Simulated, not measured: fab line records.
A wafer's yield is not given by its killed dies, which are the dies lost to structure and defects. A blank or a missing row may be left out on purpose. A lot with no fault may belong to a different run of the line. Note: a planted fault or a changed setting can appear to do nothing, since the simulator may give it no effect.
Matching of chambers :: flow nand harc :: 3 sister chambers for NHARC_A_STAIRCASE_DEP_151 on pecvd-03
The step deposits SiO2, target thk 3800 nm. 3 wafers are shown with their chamber, then 8 later ones without.

## WAFERS PAIRED WITH THEIR CHAMBERS
wafer: L087.3
chamber: 2
heater power w (W): 757

wafer: L089.4
chamber: 0
heater power w (W): 567

wafer: L090.1
chamber: 1
heater power w (W): 730

## WAFERS MISSING THEIR CHAMBER
wafer: L090.2
heater power w (W): 799

wafer: L090.4
heater power w (W): 683

wafer: L093.2
heater power w (W): 764

wafer: L093.3
heater power w (W): 739

wafer: L093.5
heater power w (W): 670

wafer: L095.1
heater power w (W): 803

wafer: L095.4
heater power w (W): 555

wafer: L095.6
heater power w (W): 553

## CHAMBER TAKEN BY EACH
wafer: L090.2
from the rows above: can't be placed: 2 or 1
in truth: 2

wafer: L090.4
from the rows above: can't be placed: 1 or 2 or 0
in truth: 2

wafer: L093.2
from the rows above: can't be placed: 2 or 1
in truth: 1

wafer: L093.3
from the rows above: can't be placed: 1 or 2
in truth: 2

wafer: L093.5
from the rows above: can't be placed: 1 or 2 or 0
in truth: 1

wafer: L095.1
from the rows above: can't be placed: 2 or 1
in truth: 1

wafer: L095.4
from the rows above: 0
in truth: 0

wafer: L095.6
from the rows above: 0
in truth: 0
Correctly placed: 2 of 8. Not placeable from these rows: 6 (in 6, the candidates include the true chamber). 0 placed wrongly.
How it was worked out, from the rows above alone: a wafer's distance from a chamber is the root of the sum, over the readings, of the square of ((its reading less the chamber's mean) divided by the reading's scatter). If the next closest chamber is less than 2 further off than the closest, the wafer can't be placed; otherwise it belongs to the closest. The mean given for a chamber averages the wafers shown for that chamber. The scatter: root of mean squared gap, hidden wafer to nearest shown wafer, with one shown wafer a chamber.
